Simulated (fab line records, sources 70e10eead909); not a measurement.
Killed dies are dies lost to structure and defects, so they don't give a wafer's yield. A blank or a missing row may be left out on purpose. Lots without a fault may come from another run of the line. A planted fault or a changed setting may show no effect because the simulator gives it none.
fab line records | flow nand_harc | part 2 of 2: steps 5 to 6 of 6
record lots=23 wafers=69 last_day=34
route steps=1302 shown A_CONTACT@1053 A_BLC@1121
lots that met no fault: from a run of the same line without faults
start_h: hours from the record's first day to the start of the lot's first wafer shown | wait_h: hours since the lot's step before | " the same as in the row above | L1.1+2: a row that stands for several wafers | - no value, or no start given | * or withheld: withheld | < > ~ a bound
route shown NAME@n: a module of which the file shows steps, and the number in the route of the first | usual: mean/standard deviation of fault-free wafers | same: alike in all rows | chamber/n: place in a boat | sites: the reading at each site | _std_site: their standard deviation | _edge_site: outer sites' mean less inner sites' | radius_mm: how far each site lies from the wafer's centre | mask NAME#n: copy n | behind: the tool/chamber that last shaped the wafer | hold: why the lot was held/for how many hours/how that ended | device: the transistor (n, p or np) that didn't switch | end of line: the same wafers' tests at the end of the route | a step without rows: its recipe alone | killed: dies lost to structure and defects at the first sort, not the wafer's yield | map: a wafer's dies, x killed, . not, _ none there
set.NAME: the setting as run; set.NAME@STEP: as run at that earlier step | model.NAME: the simulator's own value behind a step, which no gauge read
steps of the route over a sample of lots; a table a step, a row a wafer
services: from which hour (start_h, from the record's first day; less than 0 if before it) a tool's chamber was out of use, for how many hours, and why
## steps
# step NHARC_A_CONTACT_ETCH_89
# recipe target_depth_a=2600 over_etch_frac=0.3 time_s=475.3 ion_energy_ev=200 n2_flow_sccm=150 h2_flow_sccm=150 ar_flow_sccm=0 rf_w=400 bias_w=150 chemistry=N2/H2
# usual drypump_motor_current_A=5.9/0.38 oes_product_au=0.998/0.013 rf_vpp_V=431.2/3 showerhead_plenum_p_Torr=2.07/0.099 throttle_valve_pct=14.171/0.0092
# columns lot.wafer tool chamber start_h wait_h drypump_motor_current_A oes_product_au rf_hours_counter_h rf_vpp_V showerhead_plenum_p_Torr throttle_valve_pct
L075.2 rie_diel-02 0 - - 5.5 1.000 21 430.8 2.10 14.158
L075.1 " 2 " " 5.9 1.018 22 428.5 1.95 14.179
L075.6 " 0 " " 5.5 0.994 - 432.2 2.10 14.157
L074.2 rie_diel-03 2 - - 6.0 0.985 11 426.9 1.93 14.179
L074.1 " 1 " " 6.2 1.005 11 435.1 2.21 14.168
L074.6 " 2 " " 6.0 0.993 - 428.7 1.93 14.189
L076.3 rie_diel-02 2 - - 5.9 1.006 25 426.6 1.94 14.143
L076.4 " 3 " " 5.5 1.017 25 432.3 2.14 14.179
L076.5 " 2 " " 5.9 1.011 - 427.2 1.94 14.161
L077.4 rie_diel-02 1 - - 5.2 0.996 18 429.7 2.03 14.165
L077.1 " 2 " " 5.8 1.009 27 427.8 1.94 14.172
L077.2 " 3 " " 5.6 1.015 27 432.3 2.14 14.162
L078.2 rie_diel-02 0 - - 5.5 0.989 27 431.3 2.10 14.188
L078.5 " 2 " " 5.9 1.008 - 427.3 1.94 14.172
L078.6 " 3 " " 5.5 1.015 - 433.2 2.14 14.176
L079.3 rie_diel-03 2 - - 6.0 0.989 29 426.2 1.93 14.171
L079.2 " 3 " " 5.9 0.986 30 432.5 2.14 14.166
L079.4 " 1 " " 6.2 1.001 25 435.4 2.21 14.173
L080.2 rie_diel-13 2 - - 6.4 1.005 14 430.8 2.01 14.168
L080.4 " 3 " " 5.6 0.987 15 435.4 2.21 14.173
L080.6 " 0 " " 6.3 1.012 - 431.7 2.07 14.189
L081.1 rie_diel-13 0 - - 6.3 1.017 15 430.8 2.07 14.180
L081.5 " 2 " " 6.5 0.995 - 430.3 2.01 14.173
L081.6 " 3 " " 5.5 0.991 - 436.6 2.21 14.163
L082.1 rie_diel-02 0 - - 5.6 0.973 3 432.3 2.10 14.170
L082.4 " 2 " " 5.9 0.977 4 428.6 1.94 14.174
L082.5 " 1 " " 5.2 1.001 - 429.7 2.03 14.179
L083.1 rie_diel-02 3 - - 5.6 1.003 6 433.9 2.14 14.175
L083.3 " 0 " " 5.5 0.971 6 432.6 2.10 14.186
L083.5 " 3 " " 5.6 1.004 - 434.1 2.14 14.152
L084.2 rie_diel-13 0 - - 6.3 1.021 25 429.7 2.07 14.166
L084.6 " 2 " " 6.5 1.005 - 428.5 2.01 14.172
L084.5 " 3 " " 5.5 0.992 - 435.5 2.21 14.185
L086.4 rie_diel-02 1 - - 5.2 1.012 8 431.6 2.03 14.159
L086.2 " 3 " " 5.5 0.993 8 432.1 2.14 14.166
L086.5 " 1 " " 5.2 1.006 - 431.3 2.03 14.174
L085.3 rie_diel-13 2 - - 6.5 1.009 27 429.9 2.01 14.165
L085.2 " 3 " " 5.6 1.000 29 434.8 2.21 14.169
L085.5 " 1 " " 6.4 0.998 - 434.9 2.19 14.163
L087.2 rie_diel-03 1 - - 6.2 0.981 0 434.1 2.20 14.166
L087.1 " 3 " " 5.9 0.990 0 432.4 2.13 14.156
L087.5 " 0 " " 6.1 1.026 - 427.9 1.96 14.165
L088.1 rie_diel-02 1 - - 5.2 1.004 11 431.1 2.03 14.182
L088.3 " 3 " " 5.5 1.006 11 434.6 2.13 14.168
L088.4 " 2 " " 5.9 0.977 - 427.7 1.94 14.175
L089.1 rie_diel-02 2 - - 5.9 0.991 16 426.5 1.94 14.182
L089.6 " 2 " " 5.9 0.988 - 427.9 1.94 14.171
L089.5 " 3 " " 5.5 1.004 - 432.1 2.13 14.179
L090.3 rie_diel-13 3 - - 5.6 1.008 60 434.8 2.20 14.168
L090.1 " 0 " " 6.4 1.020 46 431.2 2.06 14.181
L090.5 " 1 " " 6.4 0.986 - 433.1 2.18 14.175
L092.3 rie_diel-02 3 - - 5.5 0.995 17 434.1 2.13 14.185
L092.1 " 0 " " 5.5 0.978 18 432.2 2.09 14.171
L092.5 " 3 " " 5.5 0.994 - 432.6 2.13 14.165
L094.2 rie_diel-03 2 - - 6.0 1.008 20 427.2 1.91 14.159
L094.3 " 3 " " 5.9 1.014 19 432.3 2.12 14.164
L094.5 " 2 " " 6.0 0.994 - 426.8 1.91 14.183
L093.2 rie_diel-03 3 - - 5.9 1.001 21 433.7 2.12 14.175
L093.5 " 1 " " 6.2 0.993 - 436.3 2.19 14.170
L093.6 " 2 " " 6.0 0.996 - 426.7 1.91 14.183
L096.1 rie_diel-13 0 - - 6.3 1.002 6 431.8 2.06 14.172
L096.4 " 1 " " 6.5 1.000 7 434.9 2.18 14.182
L096.6 " 3 " " 5.6 1.014 - 433.4 2.19 14.163
L097.4 rie_diel-03 2 - - 6.0 0.995 30 427.7 1.90 14.171
L097.3 " 3 " " 5.9 1.007 27 432.7 2.12 14.176
L097.2 " 0 " " 6.2 1.010 30 427.6 1.95 14.181
L095.4 rie_diel-02 1 - - 5.2 1.005 25 430.1 2.02 14.172
L095.1 " 2 " " 5.9 0.982 23 427.2 1.93 14.176
L095.6 " 0 " " 5.6 0.982 - 431.5 2.09 14.177
# step NHARC_A_BLC_ETCH_16
# recipe target_depth_a=390 over_etch_frac=0.3 time_s=65 ion_energy_ev=80 cf4_flow_sccm=150 ar_flow_sccm=0 rf_w=300 bias_w=100 chemistry=CF4
# usual drypump_motor_current_A=5.7/0.39 oes_product_au=1.005/0.014 rf_vpp_V=151.8/1 showerhead_plenum_p_Torr=1.82/0.061 throttle_valve_pct=13.283/0.01
# columns lot.wafer tool chamber start_h wait_h drypump_motor_current_A oes_product_au rf_hours_counter_h rf_vpp_V showerhead_plenum_p_Torr throttle_valve_pct
L075.2 rie_diel-11 0 517.75 0.1 5.9 0.997 7.1 151.9 1.87 13.273
L075.1 " 2 " " 5.6 0.986 7.8 151.9 1.86 13.283
L075.6 " 1 " " 5.1 1.035 - 149.7 1.70 13.258
L074.2 rie_diel-11 3 522.62 0.1 5.8 0.985 7.9 150.7 1.76 13.281
L074.1 " 0 " " 5.9 0.994 7.8 153.5 1.87 13.292
L074.6 " 2 " " 5.5 0.979 - 152.9 1.86 13.287
L076.3 rie_diel-07 0 533.64 0.1 6.5 1.013 2.2 151.6 1.88 13.299
L076.4 " 1 " " 5.9 0.989 2.3 151.1 1.79 13.303
L076.5 " 2 " " 5.5 1.000 - 151.1 1.81 13.270
L077.1 rie_diel-11 2 547.08 0.1 5.6 0.997 11.0 154.1 1.86 13.288
L077.2 " 3 " " 5.8 0.984 9.4 151.4 1.76 13.296
L077.4 " 1 " " 5.1 1.022 9.2 149.6 1.70 13.281
L078.2 rie_diel-07 3 549.48 0.1 5.7 1.014 2.8 152.6 1.88 13.283
L078.6 " 0 " " 6.5 1.006 - 153.4 1.88 13.285
L078.5 " 1 " " 5.9 0.998 - 151.9 1.79 13.258
L079.2 rie_diel-07 3 560.57 0.1 5.7 0.997 3.6 153.3 1.88 13.291
L079.3 " 1 " " 5.9 1.012 4.6 152.5 1.79 13.289
L079.4 " 1 " " 5.9 0.995 - 151.4 1.79 13.290
L080.4 rie_diel-07 2 571.74 0.1 5.4 1.021 4.7 151.8 1.81 13.285
L080.2 " 1 " " 5.9 1.008 5.4 152.4 1.79 13.275
L080.6 " 3 " " 5.7 1.009 - 151.8 1.88 13.284
L081.1 rie_diel-07 0 576.11 0.1 6.5 1.000 4.6 150.7 1.88 13.276
L081.6 " 2 " " 5.4 1.010 - 153.4 1.81 13.282
L081.5 " 3 " " 5.7 1.003 - 153.7 1.88 13.285
L082.1 rie_diel-11 0 601.42 0.1 5.9 0.992 12.4 152.0 1.87 13.282
L082.4 " 2 " " 5.6 0.993 - 150.9 1.86 13.295
L082.5 " 0 " " 5.9 0.990 - 150.6 1.87 13.283
L083.3 rie_diel-07 0 610.34 0.1 6.5 1.006 6.8 152.9 1.88 13.286
L083.1 " 3 " " 5.7 1.016 7.2 153.2 1.88 13.282
L083.5 " 1 " " 5.9 1.018 - 151.5 1.79 13.267
L084.2 rie_diel-07 1 616.02 0.1 5.9 1.007 8.1 150.9 1.79 13.293
L084.5 " 2 " " 5.5 1.005 - 151.3 1.81 13.273
L084.6 " 3 " " 5.7 1.024 - 152.8 1.88 13.302
L086.2 rie_diel-11 1 623.62 0.1 5.1 1.013 0.4 149.7 1.69 13.277
L086.4 " 2 " " 5.6 0.989 0.2 152.8 1.86 13.274
L086.5 " 1 " " 5.1 1.020 - 149.7 1.69 13.278
L085.2 rie_diel-07 1 624.14 0.1 6.0 1.001 8.5 151.2 1.79 13.274
L085.3 " 3 " " 5.7 1.008 8.2 152.7 1.88 13.270
L085.5 " 1 " " 5.9 1.003 - 152.3 1.79 13.265
L087.1 rie_diel-11 1 653.93 0.1 5.1 0.997 3.5 149.6 1.69 13.282
L087.2 " 3 " " 5.7 1.016 2.6 151.1 1.76 13.287
L087.5 " 0 " " 5.9 0.993 - 151.6 1.87 13.286
L088.3 rie_diel-11 1 656.51 0.1 5.1 1.012 4.4 150.3 1.69 13.293
L088.1 " 2 " " 5.6 1.006 3.9 151.9 1.86 13.270
L088.4 " 0 " " 5.9 1.007 4.2 153.2 1.87 13.279
L089.1 rie_diel-07 2 692.46 0.1 5.4 1.023 1.0 150.2 1.80 13.265
L089.6 " 2 " " 5.4 1.017 - 151.7 1.80 13.293
L089.5 " 3 " " 5.7 0.969 - 152.0 1.88 13.266
L090.1 rie_diel-11 3 694.09 0.1 5.7 0.993 6.0 152.3 1.75 13.282
L090.3 " 1 " " 5.1 1.002 6.1 150.3 1.69 13.283
L090.5 " 3 " " 5.8 1.004 - 150.4 1.75 13.271
L092.3 rie_diel-11 1 709.44 0.1 5.1 1.009 8.6 150.0 1.69 13.276
L092.1 " 3 " " 5.7 1.008 8.5 151.3 1.75 13.294
L092.5 " 1 " " 5.1 1.006 - 150.9 1.69 13.262
L094.2 rie_diel-07 0 712.25 0.1 6.5 1.029 2.3 152.5 1.87 13.294
L094.3 " 3 " " 5.7 0.988 2.1 152.8 1.88 13.277
L094.5 " 0 " " 6.5 1.017 - 153.0 1.87 13.276
L093.2 rie_diel-07 3 715.48 0.1 5.6 0.973 2.6 152.1 1.88 13.286
L093.6 " 2 " " 5.5 1.012 - 153.3 1.80 13.269
L093.5 " 3 " " 5.7 0.989 - 151.8 1.88 13.304
L096.1 rie_diel-07 1 731.67 0.1 5.9 1.008 3.9 152.3 1.79 13.287
L096.4 " 3 " " 5.7 0.986 3.2 152.2 1.88 13.288
L096.6 " 1 " " 5.9 1.009 - 151.6 1.79 13.282
L097.3 rie_diel-07 3 734.30 0.1 5.7 0.974 3.6 151.3 1.88 13.285
L097.4 " 0 " " 6.5 1.023 4.3 153.2 1.87 13.301
L097.2 " 1 " " 5.9 1.014 4.3 150.7 1.79 13.279
L095.1 rie_diel-07 0 741.09 0.1 6.5 1.021 5.2 152.3 1.87 13.285
L095.4 " 1 " " 5.9 1.013 5.2 151.6 1.79 13.288
L095.6 " 3 " " 5.7 0.987 - 151.1 1.88 13.277
## services
# columns tool chamber start_h hours kind
rie_diel-02 3 505.76 4.4 repair
rie_diel-13 1 511.94 4.5 repair
rie_diel-11 2 512.38 2.8 repair
rie_diel-13 - 519.68 9.0 pm
rie_diel-07 - 553.94 0.2 repair
rie_diel-07 0 556.27 7.9 repair
rie_diel-03 3 568.58 8.0 repair
rie_diel-02 - 570.79 9.0 pm
rie_diel-11 3 601.21 6.4 repair
rie_diel-07 0 603.09 6.5 repair
rie_diel-11 - 609.50 9.0 pm
rie_diel-13 0 613.37 7.5 repair
rie_diel-07 3 617.93 2.6 repair
rie_diel-03 1 628.30 3.7 repair
rie_diel-13 0 632.18 10.7 repair
har_cap_etch-03 - 633.64 0.5 repair
rie_diel-03 - 637.51 9.0 pm
rie_diel-13 1 639.12 3.0 repair
rie_diel-02 0 646.66 9.8 repair
rie_diel-07 - 648.39 9.0 pm
rie_diel-02 3 671.29 9.8 repair
rie_diel-07 - 684.23 1.0 repair
rie_diel-13 - 696.68 9.0 pm
rie_diel-07 3 700.45 2.8 repair
